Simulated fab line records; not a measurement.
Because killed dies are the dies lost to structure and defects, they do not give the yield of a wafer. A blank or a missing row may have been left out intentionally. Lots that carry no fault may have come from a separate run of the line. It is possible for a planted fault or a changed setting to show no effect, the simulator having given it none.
Commonality check across tools | flow nandHarc | Lots sampled 12, wafers sampled 36

## WHAT PROMPTED THE OPENING
At NHARC_A_ONON_D1_THK_MEAS_05 the reading thkNm is flagged on 2 of 12 lots. Wafers without a fault read 998 nm, standard deviation 13.
Rule: a lot is flagged in two cases, either no wafer of it has a number, or all its wafers with numbers fall more than 4 standard deviations from that mean. The rest of the lots are taken to be sound.

lot  | measured     | on           | thkNm (nm), wafer by wafer | flag
L359 | day 8 04:11  | filmMetro-01 | 999 1000 997               | 
L360 | day 8 12:23  | filmMetro-01 | 1009 1009 1009             | 
L367 | day 10 20:37 | filmMetro-01 | 1527 1526 1526             | FLAGGED
L368 | day 11 20:38 | filmMetro-01 | 1521 1522 1522             | FLAGGED
L371 | day 12 18:25 | filmMetro-01 | 1012 1013 1015             | 
L374 | day 14 08:51 | filmMetro-02 | 1007 1004 1003             | 
L376 | day 15 04:20 | filmMetro-01 | 1011 1010 1009             | 
L375 | day 15 04:22 | filmMetro-02 | 983 982 982                | 
L377 | day 15 11:43 | filmMetro-02 | 989 991 990                | 
L380 | day 16 16:56 | filmMetro-01 | 999 997 998                | 
L381 | day 16 17:05 | filmMetro-01 | 1015 1017 1016             | 
L382 | day 17 08:26 | filmMetro-01 | 992 992 992                | 
The mean of the flagged lots' numbers is 1524 nm, +526 nm from the usual (+40 standard deviations).

## WHICH TOOL RAN EACH LOT
The record holds 4 process steps before the reading, out of a route of 1302 steps. In each cell: the tool, then ch and the chambers that the sampled wafers went through, then the start.
lot  | flag    | NHARC_P_M2_DEGAS_29         | NHARC_P_BONDPAD_ETCH_37           | NHARC_P_BONDPAD_ACTIVATE_29       | NHARC_A_ONON_D1_DEP_03
L359 |         | pvdSputter-02, day 6 21:49  | rieDiel-10 ch 0,1,2, day 7 01:22  | rieDiel-10 ch 0,1,2, day 7 03:59  | pecvdOnon-03 ch 0, day 8 03:41
L360 |         | pvdSputter-01, day 7 02:58  | rieDiel-10 ch 1,2,3, day 7 06:30  | rieDiel-12 ch 0,2,3, day 7 09:01  | pecvdOnon-02 ch 0, day 8 11:55
L367 | FLAGGED | pvdSputter-02, day 9 17:25  | rieDiel-12 ch 0,1,3, day 9 21:01  | rieDiel-12 ch 1,3, day 9 23:33    | pecvdOnon-02 ch 0, day 10 20:06
L368 | FLAGGED | pvdSputter-03, day 10 13:28 | rieDiel-12 ch 1,3, day 10 17:16   | rieDiel-12 ch 2,3, day 10 19:50   | pecvdOnon-02 ch 0, day 11 20:11
L371 |         | pvdSputter-01, day 11 09:33 | rieDiel-12 ch 0,2,3, day 11 13:13 | rieDiel-01 ch 0,2,3, day 11 15:46 | pecvdOnon-03 ch 0, day 12 17:54
L374 |         | pvdSputter-01, day 13 01:11 | rieDiel-10 ch 0,2, day 13 04:59   | rieDiel-01 ch 0,3, day 13 07:30   | pecvdOnon-01 ch 0, day 14 08:20
L376 |         | pvdSputter-03, day 13 21:41 | rieDiel-12 ch 1,2,3, day 14 01:45 | rieDiel-10 ch 0,1,3, day 14 04:16 | pecvdOnon-03 ch 0, day 15 03:49
L375 |         | pvdSputter-03, day 13 19:55 | rieDiel-01 ch 0,2,3, day 13 23:53 | rieDiel-12 ch 0,1,3, day 14 02:25 | pecvdOnon-01 ch 0, day 15 03:56
L377 |         | pvdSputter-01, day 14 05:23 | rieDiel-12 ch 1,2, day 14 08:59   | rieDiel-12 ch 0,3, day 14 11:30   | pecvdOnon-03 ch 0, day 15 11:22
L380 |         | pvdSputter-02, day 15 10:36 | rieDiel-10 ch 0,1, day 15 14:22   | rieDiel-10 ch 0,1, day 15 16:58   | pecvdOnon-03 ch 0, day 16 16:33
L381 |         | pvdSputter-01, day 15 12:44 | rieDiel-10 ch 0,1,3, day 15 16:26 | rieDiel-01 ch 0,1,3, day 15 19:01 | pecvdOnon-01 ch 0, day 16 16:38
L382 |         | pvdSputter-02, day 16 01:13 | rieDiel-12 ch 0,2,3, day 16 04:59 | rieDiel-12 ch 0,2, day 16 07:31   | pecvdOnon-02 ch 0, day 17 07:55
What is done by these steps:
- NHARC_P_M2_DEGAS_29: time 60 s.
- NHARC_P_BONDPAD_ETCH_37: etches the open film in N2/H2, target depth 60 nm, overetch 18 nm, time 65.91 s.
- NHARC_P_BONDPAD_ACTIVATE_29: chemistry N2, time 60 s.
- NHARC_A_ONON_D1_DEP_03: target thk 1000 nm.
- NHARC_A_ONON_D1_THK_MEAS_05: measures by ellipsometry.

## FLAGGED AGAINST TOTAL, ONE TOOL AT A TIME (gauges that did the reading follow at the end)
step                        | tool          | lots run | flagged | share of the flagged lots | sound lots run after its first flagged lot
NHARC_P_M2_DEGAS_29         | pvdSputter-01 | 5        | 0       | none                      | -
NHARC_P_M2_DEGAS_29         | pvdSputter-02 | 4        | 1       | some                      | 2 (L380,L382)
NHARC_P_M2_DEGAS_29         | pvdSputter-03 | 3        | 1       | some                      | 2 (L375,L376)
NHARC_P_BONDPAD_ETCH_37     | rieDiel-01    | 1        | 0       | none                      | -
NHARC_P_BONDPAD_ETCH_37     | rieDiel-10    | 5        | 0       | none                      | -
NHARC_P_BONDPAD_ETCH_37     | rieDiel-12    | 6        | 2       | all                       | 4 (L371,L376,L377,L382)
NHARC_P_BONDPAD_ACTIVATE_29 | rieDiel-01    | 3        | 0       | none                      | -
NHARC_P_BONDPAD_ACTIVATE_29 | rieDiel-10    | 3        | 0       | none                      | -
NHARC_P_BONDPAD_ACTIVATE_29 | rieDiel-12    | 6        | 2       | all                       | 3 (L375,L377,L382)
NHARC_A_ONON_D1_DEP_03      | pecvdOnon-01  | 3        | 0       | none                      | -
NHARC_A_ONON_D1_DEP_03      | pecvdOnon-02  | 4        | 2       | all                       | 1 (L382)
NHARC_A_ONON_D1_DEP_03      | pecvdOnon-03  | 5        | 0       | none                      | -
NHARC_A_ONON_D1_THK_MEAS_05 | filmMetro-01  | 9        | 2       | all                       | 5 (L371,L376,L380,L381,L382)
NHARC_A_ONON_D1_THK_MEAS_05 | filmMetro-02  | 3        | 0       | none                      | -

## WHAT THE TABLE ALLOWS
4 rows of the table ran every flagged lot: rieDiel-12 at NHARC_P_BONDPAD_ETCH_37, rieDiel-12 at NHARC_P_BONDPAD_ACTIVATE_29, pecvdOnon-02 at NHARC_A_ONON_D1_DEP_03, filmMetro-01 at NHARC_A_ONON_D1_THK_MEAS_05.
- rieDiel-12 at NHARC_P_BONDPAD_ETCH_37: 2 of its 6 lots flagged. Sound lots ran on it after the first flagged one (L371, L376, L377, L382), which a lasting fault on the whole tool wouldn't allow.
- rieDiel-12 at NHARC_P_BONDPAD_ACTIVATE_29: 2 of its 6 lots flagged. Sound lots ran on it after the first flagged one (L375, L377, L382), which a lasting fault on the whole tool wouldn't allow.
- pecvdOnon-02 at NHARC_A_ONON_D1_DEP_03: 2 of its 4 lots flagged. Sound lots ran on it after the first flagged one (L382), which a lasting fault on the whole tool wouldn't allow.
- filmMetro-01 at NHARC_A_ONON_D1_THK_MEAS_05: 2 of its 9 lots flagged. Sound lots ran on it after the first flagged one (L371, L376, L380, L381, L382), which a lasting fault on the whole tool wouldn't allow.
Every row of the table either missed a flagged lot or ran a sound lot after the first.

## WHAT THE SIMULATOR PUT IN
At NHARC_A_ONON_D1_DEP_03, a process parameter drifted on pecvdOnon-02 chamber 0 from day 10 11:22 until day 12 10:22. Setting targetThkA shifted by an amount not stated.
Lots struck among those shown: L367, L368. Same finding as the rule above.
